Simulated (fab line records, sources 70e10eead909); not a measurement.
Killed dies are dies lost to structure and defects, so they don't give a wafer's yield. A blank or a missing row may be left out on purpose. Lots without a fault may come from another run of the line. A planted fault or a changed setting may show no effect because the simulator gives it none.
A struck lot beside a sound one | flow nand_harc | 15 steps out of a route of 1302
Sound: wafers L764.2, L764.3, L764.5. Struck: wafer L768.5. (L768.4 of the same lot was not struck and is left out.) The cause comes at the end.
At each step with rows: each side's tool, then ch and its chambers, then its first start. Under that, the readings that differ: sound wafers | struck wafers | difference of the means | sigmas: that difference in standard deviations of wafers without a fault.
alike: readings whose means differ by less than 2 such deviations, and words and numbers that are the same on both sides. not compared: withheld readings, readings that some wafer has no value for, bounds like >300 that may hide the same value, and numbers for which the record gives no deviation and whose values overlap.
The two part at a step that has a row with sigmas, a row that says differs or no value, or rows on one side only. Numbers that don't overlap but have no deviation are shown without sigmas and don't part them. A reading that every wafer of one side lacks parts them only if that side has two wafers or more.

NHARC_A_CHANNEL_HOLE_D2_STRIP_28: strips in O2.
  sound on rie_diel-09 ch 0,3; struck on rie_diel-09 ch 1
  reading                     | sound       | struck | difference | sigmas
  drypump_motor_current_A (A) | 6.5 5.9 5.9 | 5.2    | -0.9       | -2
  alike: oes_product_au, rf_vpp_V, showerhead_plenum_p_Torr, throttle_valve_pct
  not compared: rf_hours_counter_h
then, 2 steps without rows for these wafers: NHARC_A_CHANNEL_HOLE_D2_PRECLEAN_29 (cleans in SC1); NHARC_A_CHANNEL_HOLE_D2_SRD_30.
NHARC_A_CHANNEL_HOLE_D2_CD_MEAS_31:
  sound on cd_sem-02, day 16 16:53; struck on cd_sem-03, day 17 18:40
  alike: cd_nm
NHARC_A_CHANNEL_HOLE_D2_XSEM_32:
  sound on xsem-02 ch 0, day 16 16:58; struck on xsem-02 ch 0, day 17 18:46
  alike: bot_cd_nm, bow_nm, tilt_deg
NHARC_A_CHANNEL_HOLE_D2_INSPECT_40:
  sound on defect_inspect-02, day 16 17:04; struck on defect_inspect-01, day 17 18:51
  alike: raw_defect_count
then, 3 steps without rows for these wafers: NHARC_A_CHANNEL_FILL_D2_PRECLEAN_00 (cleans in SC1); NHARC_A_CHANNEL_FILL_D2_SRD_01; NHARC_A_CHANNEL_FILL_D2_ALD_02 (deposits SiO2, target thk 6 nm, pulse time 10 s, ald cycles 60).
NHARC_A_CHANNEL_FILL_D2_ALD_03: deposits SiNx, target thk 6 nm, pulse time 60 s, ald cycles 58.
  sound on ald_sin_batch-02 ch 0; struck on ald_sin_batch-01 ch 0
  alike: precursor_pulse_height_rel
  not compared: ald_cycles
NHARC_A_CHANNEL_FILL_D2_ALD_14: deposits SiO2, target thk 2.5 nm, pulse time 10 s, ald cycles 25.
  sound on ald_hk-03 ch 0,2, day 16 22:13; struck on ald_hk-02 ch 1, day 18 02:01
  alike: heater_power_w, precursor_pulse_height_rel
  not compared: ald_cycles
NHARC_A_CHANNEL_FILL_D2_ALD_15: deposits SiNx, target thk 2 nm, pulse time 60 s, ald cycles 19.
  sound on ald_sin_batch-02 ch 0, day 17 01:20; struck on ald_sin_batch-01 ch 0
  alike: precursor_pulse_height_rel
  not compared: ald_cycles
NHARC_A_CHANNEL_FILL_D2_ALD_16: deposits SiO2, target thk 1.5 nm, pulse time 10 s, ald cycles 15.
  sound on ald_hk-01 ch 1,3, day 17 03:27; struck on ald_hk-02 ch 3, day 18 07:08
  reading    | sound    | struck | difference | sigmas
  ald_cycles | 15 15 15 | 13     | -2         |
  alike: heater_power_w, precursor_pulse_height_rel
then, 2 steps without rows for these wafers: NHARC_A_CHANNEL_FILL_D2_ANNEAL_17 (time 1800 s); NHARC_END_SORT_01.

WHERE THEY PART
Only at NHARC_A_CHANNEL_HOLE_D2_STRIP_28, within this record. Later steps at which nothing parts them and some readings are alike: NHARC_A_CHANNEL_HOLE_D2_CD_MEAS_31, NHARC_A_CHANNEL_HOLE_D2_XSEM_32, NHARC_A_CHANNEL_HOLE_D2_INSPECT_40, NHARC_A_CHANNEL_FILL_D2_ALD_03, NHARC_A_CHANNEL_FILL_D2_ALD_14, NHARC_A_CHANNEL_FILL_D2_ALD_15, NHARC_A_CHANNEL_FILL_D2_ALD_16.

WHY: what the simulator had put in
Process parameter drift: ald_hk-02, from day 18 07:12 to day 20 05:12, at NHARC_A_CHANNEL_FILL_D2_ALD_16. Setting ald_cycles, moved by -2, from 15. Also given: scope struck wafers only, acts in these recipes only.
